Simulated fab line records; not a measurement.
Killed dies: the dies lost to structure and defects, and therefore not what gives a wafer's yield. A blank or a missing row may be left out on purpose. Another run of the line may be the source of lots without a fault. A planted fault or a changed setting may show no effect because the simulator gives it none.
Matching of chambers | flow nand_harc | NHARC_A_STAIRCASE_ETCHBACK_422 on rie_diel-09: 4 sister chambers
The step etches the open film in CH3F/O2, target depth 40 nm, time 74.286 s. 8 wafers are shown with their chamber, then 7 later ones without.

## WAFERS WITH THEIR CHAMBER
wafer  | chamber | showerhead_plenum_p_Torr (Torr) | drypump_motor_current_A (A)
L076.5 | 3       | 2.31                            | 5.7
L078.5 | 0       | 2.40                            | 5.5
L080.1 | 3       | 2.31                            | 5.7
L084.2 | 2       | 2.45                            | 5.5
L084.4 | 1       | 2.55                            | 4.7
L084.6 | 2       | 2.45                            | 5.5
L088.1 | 0       | 2.39                            | 5.5
L088.5 | 1       | 2.54                            | 4.8

## WAFERS WITH NO CHAMBER GIVEN
wafer  | showerhead_plenum_p_Torr (Torr) | drypump_motor_current_A (A)
L088.6 | 2.44                            | 5.5
L091.1 | 2.30                            | 5.7
L091.2 | 2.54                            | 4.7
L091.3 | 2.39                            | 5.4
L097.1 | 2.53                            | 4.8
L097.2 | 2.30                            | 5.7
L097.4 | 2.39                            | 5.4

## WHICH CHAMBER EACH ONE RAN IN
wafer  | from the rows above | in truth
L088.6 | 2                   | 2
L091.1 | 3                   | 3
L091.2 | 1                   | 1
L091.3 | 0                   | 0
L097.1 | 1                   | 1
L097.2 | 3                   | 3
L097.4 | 0                   | 0
Placed correctly: 7 of 7. Number that these rows cannot place: 0. Wrongly placed: 0.
How it was worked out, from the rows above alone: a wafer's distance from a chamber is the root of the sum, over the readings, of the square of ((its reading less the chamber's mean) divided by the reading's scatter). The wafer belongs to the nearest chamber; if the next one is less than 2 further off, it can't be placed. A chamber's mean is the mean of its shown wafers. How the scatter is found: for the shown wafers, subtract from each reading the mean of its chamber, square and add these, divide the total by (wafers less chambers), then take the root.
